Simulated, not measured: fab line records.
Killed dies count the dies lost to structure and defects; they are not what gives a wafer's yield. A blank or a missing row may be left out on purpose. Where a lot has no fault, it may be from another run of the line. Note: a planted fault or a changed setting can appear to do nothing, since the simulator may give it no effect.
The tool behind it: which one?	flow n5_finfet	24 lots with 72 wafers sampled at 6 steps, on a route of 1938 steps

WHAT THE GAUGES READ, wafer by wafer
N5_BEOL_M13_INSPECT_55: inspects for defects (darkfield). Usual: raw_defect_count 71, standard deviation 27.
lot	measured	on	raw_defect_count	flag
L074	day 11 12:10	defect_inspect-02	56 43 48	
L077	day 11 12:11	defect_inspect-01	76 66 56	
L075	day 11 11:52	defect_inspect-02	55 57 74	
L076	day 11 22:21	defect_inspect-01	70 84 93	
L079	day 12 10:53	defect_inspect-02	99 93 104	
L078	day 12 11:38	defect_inspect-02	83 68 105	
L080	day 12 17:45	defect_inspect-02	45 80 62	
L081	day 14 23:43	defect_inspect-01	89 58 28	
L082	day 13 16:55	defect_inspect-01	47 49 73	
L083	day 13 20:20	defect_inspect-02	30 46 52	
L084	day 13 20:02	defect_inspect-01	81 89 28	
L085	day 14 08:46	defect_inspect-02	121 130 127	
L086	day 14 12:56	defect_inspect-02	68 95 81	
L089	day 14 23:02	defect_inspect-01	49 49 65	
L088	day 15 03:55	defect_inspect-01	48 51 44	
L087	day 15 04:20	defect_inspect-02	87 54 90	
L090	day 15 15:00	defect_inspect-02	41 67 67	
L093	day 15 22:15	defect_inspect-01	86 132 108	
L092	day 16 00:38	defect_inspect-01	47 73 44	
L094	day 16 06:18	defect_inspect-01	68 76 57	
L095	day 16 17:38	defect_inspect-01	71 66 49	
L097	day 16 18:31	defect_inspect-01	59 74 96	
L096	day 16 23:11	defect_inspect-01	36 57 34	
L091	day 17 16:40	defect_inspect-02	138 48 91	

N5_BEOL_M14_OVL_MEAS_29. Usual: M14_OVL typically reads 3 nm, with standard deviation 6.8.
lot	measured	on	M14_OVL (nm)	flag
L074	day 11 13:42	overlay-02	-3 -5 -3	
L077	day 11 13:44	overlay-01	-7 1 -2	
L075	day 11 13:23	overlay-01	4 4 4	
L076	day 11 23:53	overlay-01	4 -5 -1	
L079	day 12 12:36	overlay-01	1 3 -18	
L078	day 12 13:03	overlay-02	-6 -18 -7	
L080	day 12 19:53	overlay-01	7 13 10	
L081	day 15 01:09	overlay-02	-4 -8 -6	
L082	day 13 18:28	overlay-02	5 9 7	
L083	day 13 21:44	overlay-02	10 5 6	
L084	day 13 21:26	overlay-01	4 3 10	
L085	day 14 10:15	overlay-02	-3 -5 -7	
L086	day 14 14:22	overlay-01	10 7 9	
L089	day 15 00:28	overlay-01	10 5 2	
L088	day 15 06:27	overlay-02	8 5 2	
L087	day 15 06:40	overlay-02	18 5 14	
L090	day 15 16:28	overlay-02	10 12 3	
L093	day 15 23:40	overlay-01	2 -1 4	
L092	day 16 02:10	overlay-01	1 0 5	
L094	day 16 07:45	overlay-02	-4 0 8	
L095	day 16 19:10	overlay-02	6 1 -2	
L097	day 16 20:33	overlay-02	12 10 8	
L096	day 17 00:43	overlay-02	2 4 7	
L091	day 17 18:25	overlay-01	-3 6 5	

N5_BEOL_M14_OCD_MEAS_35. Usual: trench_depth_nm 552 nm, standard deviation 13.
lot	measured	on	trench_depth_nm (nm)	flag
L074	day 11 14:22	ocd-02	556 561 552	
L077	day 11 14:52	ocd-02	560 550 549	
L075	day 11 14:14	ocd-02	578 552 578	
L076	day 12 00:34	ocd-02	529 536 532	
L079	day 12 13:16	ocd-02	534 528 558	
L078	day 12 13:43	ocd-01	558 557 564	
L080	day 12 22:07	ocd-01	570 562 567	
L081	day 15 01:49	ocd-02	558 568 538	
L082	day 13 19:08	ocd-02	531 556 552	
L083	day 13 22:41	ocd-01	521 552 523	
L084	day 13 22:07	ocd-01	558 529 567	
L085	day 14 11:21	ocd-01	545 553 542	
L086	day 14 15:02	ocd-02	544 551 568	
L089	day 15 01:13	ocd-02	554 546 543	
L088	day 15 07:27	ocd-02	530 535 532	
L087	day 15 07:59	ocd-01	571 581 560	
L090	day 15 17:14	ocd-02	542 552 546	
L093	day 16 00:44	ocd-01	543 556 550	
L092	day 16 02:59	ocd-01	557 521 557	
L094	day 16 08:46	ocd-01	541 538 536	
L095	day 16 19:50	ocd-02	541 561 556	
L097	day 16 21:19	ocd-01	545 545 566	
L096	day 17 01:23	ocd-01	567 539 573	
L091	day 17 19:05	ocd-02	553 546 552	

WHICH TOOL RAN EACH LOT (tool, then ch and the chambers of the sampled wafers, then the start)
lot	N5_BEOL_M12_ETCH_67	N5_BEOL_M13_DESCUM_33	N5_BEOL_M14_ETCH_59
L074	rie_diel-04 ch 1,2,3, day 10 20:50	rie_diel-06 ch 0,1,3, day 11 05:52	rie_diel-02 ch 1,2,3, day 11 12:56
L077	rie_diel-01 ch 1,2,3, day 10 22:59	rie_diel-05 ch 0,1, day 11 07:48	rie_diel-01 ch 1,2, day 11 12:59
L075	rie_diel-04 ch 0,1, day 10 23:23	rie_diel-03 ch 0,3, day 11 05:01	rie_diel-01 ch 0,1, day 11 12:38
L076	rie_diel-04 ch 1,2,3, day 11 12:42	rie_diel-06 ch 0,1,3, day 11 18:17	rie_diel-04 ch 0,1,3, day 11 23:01
L079	rie_diel-04 ch 0,1,2, day 11 21:08	rie_diel-06 ch 0,1,2, day 12 05:22	rie_diel-01 ch 0,1,3, day 12 11:41
L078	rie_diel-02 ch 0,1,2, day 11 22:46	rie_diel-03 ch 0,2,3, day 12 07:53	rie_diel-02 ch 2,3, day 12 12:17
L080	rie_diel-04 ch 1,2, day 12 09:02	rie_diel-06 ch 1,2,3, day 12 14:46	rie_diel-04 ch 1,2,3, day 12 19:00
L081	rie_diel-01 ch 0,2,3, day 12 15:33	rie_diel-05 ch 0,2,3, day 12 22:14	rie_diel-01 ch 0,1,3, day 15 00:23
L082	rie_diel-04 ch 0,1, day 13 07:10	rie_diel-03 ch 0,2, day 13 13:08	rie_diel-04 ch 1,2, day 13 17:42
L083	rie_diel-01 ch 1,2,3, day 13 09:58	rie_diel-03 ch 0,1,3, day 13 17:07	rie_diel-01 ch 0,1,3, day 13 20:59
L084	rie_diel-01 ch 0,3, day 13 11:04	rie_diel-06 ch 0,1,3, day 13 16:48	rie_diel-04 ch 1,3, day 13 20:41
L085	rie_diel-02 ch 1,2,3, day 14 00:22	rie_diel-06 ch 0,1,2, day 14 06:02	rie_diel-02 ch 0,2, day 14 09:29
L086	rie_diel-02 ch 0,1, day 14 04:04	rie_diel-03 ch 1,2,3, day 14 09:49	rie_diel-01 ch 1,3, day 14 13:35
L089	rie_diel-01 ch 0,2,3, day 14 09:43	rie_diel-06 ch 1,3, day 14 15:18	rie_diel-02 ch 1,3, day 14 23:42
L088	rie_diel-04 ch 0,1,3, day 14 13:28	rie_diel-03 ch 1,2,3, day 14 20:58	rie_diel-04 ch 0,1,3, day 15 05:41
L087	rie_diel-04 ch 0,1, day 14 16:44	rie_diel-03 ch 1,2,3, day 14 21:31	rie_diel-02 ch 0,2,3, day 15 05:53
L090	rie_diel-01 ch 1,3, day 15 07:27	rie_diel-05 ch 0,3, day 15 12:36	rie_diel-01 ch 1,2,3, day 15 15:42
L093	rie_diel-04 ch 1,2,3, day 15 13:46	rie_diel-03 ch 1,2, day 15 19:08	rie_diel-04 ch 0,2,3, day 15 22:55
L092	rie_diel-02 ch 0,1,2, day 15 14:28	rie_diel-06 ch 0,2,3, day 15 22:04	rie_diel-02 ch 1,2, day 16 01:25
L094	rie_diel-04 ch 2,3, day 15 22:11	rie_diel-03 ch 0,2, day 16 02:30	rie_diel-04 ch 2,3, day 16 06:59
L095	rie_diel-02 ch 0,1,2, day 16 07:16	rie_diel-05 ch 0,1,3, day 16 11:25	rie_diel-01 ch 1,2, day 16 18:25
L097	rie_diel-04 ch 1,2,3, day 16 10:56	rie_diel-03 ch 1,2, day 16 16:13	rie_diel-04 ch 0,2,3, day 16 19:47
L096	rie_diel-04 ch 0,3, day 16 11:26	rie_diel-05 ch 0,1,2, day 16 16:50	rie_diel-04 ch 0,2,3, day 16 23:58
L091	rie_diel-04 ch 0,2, day 17 05:43	rie_diel-05 ch 0,2, day 17 12:35	rie_diel-01 ch 0,2, day 17 17:39
- N5_BEOL_M12_ETCH_67: etches SiARC in CF4, target depth 143 nm, time 238.3 s.
- N5_BEOL_M13_DESCUM_33: chemistry O2, time 7.9 s.
- N5_BEOL_M14_ETCH_59: etches BARC in N2/H2, target depth 89 nm, overetch 26.7 nm, time 67.9 s.

WHAT THE TOOLS THEMSELVES READ (means of the sampled wafers that have a number; where no wafer has one, the mark that the record gives instead)
N5_BEOL_M12_ETCH_67. Usual: drypump_motor_current_A 5.8 A, standard deviation 0.44; etch_rf_on_time_s 239 s, standard deviation 5.7; oes_product_au 0.68 a.u., standard deviation 0.084; rf_vpp_V 183.9 V, standard deviation 1; showerhead_plenum_p_Torr 2.14 Torr, standard deviation 0.051; throttle_valve_pct 15.65 %, standard deviation 0.22.
lot	tool	drypump_motor_current_A (A)	etch_rf_on_time_s (s)	oes_product_au (a.u.)	rf_vpp_V (V)	showerhead_plenum_p_Torr (Torr)	throttle_valve_pct (%)	flag
L074	rie_diel-04	5.7	237	0.71	184.3	2.17	15.59	
L077	rie_diel-01	6.2	242	0.64	184.0	2.14	15.81	
L075	rie_diel-04	5.4	236	0.63	184.6	2.13	15.68	
L076	rie_diel-04	5.7	231	0.72	184.5	2.16	15.61	
L079	rie_diel-04	5.6	239	0.63	184.1	2.13	15.61	
L078	rie_diel-02	6.2	239	0.66	184.3	2.18	15.82	
L080	rie_diel-04	5.7	235	0.66	183.1	2.15	15.63	
L081	rie_diel-01	6.1	245	0.68	183.1	2.09	15.58	
L082	rie_diel-04	5.4	236	0.61	183.8	2.12	15.73	
L083	rie_diel-01	6.1	241	0.71	184.4	2.13	15.68	
L084	rie_diel-01	6.2	245	0.67	183.0	2.08	15.54	
L085	rie_diel-02	5.9	237	0.60	183.7	2.15	15.88	
L086	rie_diel-02	6.1	243	0.68	184.2	2.16	15.70	
L089	rie_diel-01	6.1	245	0.67	183.0	2.09	15.61	
L088	rie_diel-04	5.5	233	0.75	183.8	2.15	15.58	
L087	rie_diel-04	5.4	232	0.71	184.3	2.13	15.60	
L090	rie_diel-01	6.4	235	0.72	184.1	2.17	15.74	
L093	rie_diel-04	5.7	239	0.67	184.2	2.15	15.69	
L092	rie_diel-02	6.2	240	0.64	183.6	2.17	15.89	
L094	rie_diel-04	5.9	242	0.66	185.5	2.15	15.55	
L095	rie_diel-02	6.2	243	0.62	184.5	2.17	15.90	
L097	rie_diel-04	5.7	237	0.67	184.8	2.15	15.69	
L096	rie_diel-04	5.4	233	0.77	183.2	2.13	15.41	
L091	rie_diel-04	5.8	239	0.66	183.5	2.12	15.38	

N5_BEOL_M13_DESCUM_33. Usual: drypump_motor_current_A 5.8 A, standard deviation 0.44; oes_product_au 0.80 a.u., standard deviation 0.088; rf_vpp_V 243.4 V, standard deviation 1.3; showerhead_plenum_p_Torr 2.11 Torr, standard deviation 0.072; temp_c 40.02 C, standard deviation 0.12; throttle_valve_pct 20.53 %, standard deviation 0.19.
lot	tool	drypump_motor_current_A (A)	oes_product_au (a.u.)	rf_vpp_V (V)	showerhead_plenum_p_Torr (Torr)	temp_c (C)	throttle_valve_pct (%)	flag
L074	rie_diel-06	6.0	0.84	243.7	2.10	39.86	20.61	
L077	rie_diel-05	5.9	0.77	244.3	2.05	40.06	20.30	
L075	rie_diel-03	5.8	0.77	243.0	2.11	39.97	20.64	
L076	rie_diel-06	6.0	0.82	243.5	2.10	40.08	20.61	
L079	rie_diel-06	5.8	0.87	244.4	2.17	40.00	20.54	
L078	rie_diel-03	5.9	0.73	242.9	2.12	39.89	20.67	
L080	rie_diel-06	5.9	0.82	243.9	2.13	40.06	20.51	
L081	rie_diel-05	5.6	0.84	243.6	2.15	40.00	20.42	
L082	rie_diel-03	6.0	0.75	242.9	2.14	40.04	20.76	
L083	rie_diel-03	5.9	0.74	243.3	2.09	40.15	20.59	
L084	rie_diel-06	6.0	0.81	243.5	2.09	40.02	20.65	
L085	rie_diel-06	5.8	0.83	244.2	2.16	39.95	20.58	
L086	rie_diel-03	5.9	0.81	242.8	2.09	39.98	20.50	
L089	rie_diel-06	6.1	0.76	242.9	2.05	40.03	20.61	
L088	rie_diel-03	6.0	0.79	242.6	2.09	39.98	20.52	
L087	rie_diel-03	5.9	0.79	242.4	2.09	39.98	20.51	
L090	rie_diel-05	5.7	0.86	245.3	2.21	40.00	20.32	
L093	rie_diel-03	6.1	0.79	242.8	2.10	40.12	20.53	
L092	rie_diel-06	5.7	0.84	244.1	2.11	40.03	20.43	
L094	rie_diel-03	6.0	0.88	244.3	2.14	39.94	20.57	
L095	rie_diel-05	5.8	0.79	243.4	2.12	40.02	20.33	
L097	rie_diel-03	6.1	0.85	243.4	2.13	40.05	20.52	
L096	rie_diel-05	5.7	0.77	242.4	2.06	40.09	20.44	
L091	rie_diel-05	5.7	0.80	242.2	2.08	39.97	20.55	

N5_BEOL_M14_ETCH_59. Usual: drypump_motor_current_A 5.9 A, standard deviation 0.43; oes_product_au 0.67 a.u., standard deviation 0.067; rf_vpp_V 523.5 V, standard deviation 1.8; showerhead_plenum_p_Torr 2.53 Torr, standard deviation 0.058; throttle_valve_pct 17.93 %, standard deviation 0.23.
lot	tool	drypump_motor_current_A (A)	oes_product_au (a.u.)	rf_vpp_V (V)	showerhead_plenum_p_Torr (Torr)	throttle_valve_pct (%)	flag
L074	rie_diel-02	5.9	0.62	523.5	2.55	17.96	
L077	rie_diel-01	5.8	0.66	522.3	2.49	18.14	
L075	rie_diel-01	6.1	0.67	522.7	2.52	18.06	
L076	rie_diel-04	5.5	0.69	523.6	2.55	17.91	
L079	rie_diel-01	6.3	0.72	523.6	2.53	17.90	
L078	rie_diel-02	6.2	0.61	525.0	2.58	18.10	
L080	rie_diel-04	5.7	0.70	524.5	2.56	17.83	
L081	rie_diel-01	6.3	0.69	523.7	2.52	17.94	
L082	rie_diel-04	5.7	0.65	523.5	2.55	18.00	
L083	rie_diel-01	6.3	0.70	523.7	2.52	17.92	
L084	rie_diel-04	5.6	0.69	524.4	2.56	18.00	
L085	rie_diel-02	6.3	0.67	525.5	2.59	17.94	
L086	rie_diel-01	6.5	0.76	524.3	2.58	17.82	
L089	rie_diel-02	5.6	0.60	523.6	2.50	17.87	
L088	rie_diel-04	5.5	0.74	523.2	2.54	17.80	
L087	rie_diel-02	6.0	0.63	524.1	2.56	17.96	
L090	rie_diel-01	6.2	0.69	523.4	2.53	18.01	
L093	rie_diel-04	5.6	0.72	523.4	2.53	17.65	
L092	rie_diel-02	6.1	0.61	524.3	2.53	18.08	
L094	rie_diel-04	5.7	0.70	525.3	2.56	17.76	
L095	rie_diel-01	5.8	0.63	521.6	2.47	18.21	
L097	rie_diel-04	5.6	0.71	523.8	2.53	17.67	
L096	rie_diel-04	5.6	0.71	523.8	2.53	17.67	
L091	rie_diel-01	5.7	0.61	520.0	2.42	18.16	

THE ANSWER, worked out from the rows above alone
Rule: lot off if the mean of its wafers having a number is beyond 3 standard deviations from the usual mean. Also off: a lot with no number at a reading for which 4 or more lots have one. Where the step has rows for the other lots, those lots are counted as sound. First the gauges in route order, then the tools' own readings, where a lot's mean is used as printed above. At the first step where some lot is off, the reading lying furthest off is the one used; lots without a number count as furthest.
No lot is off on any of the readings shown, so nothing can be concluded from this.

WHAT THE SIMULATOR HAD PUT IN
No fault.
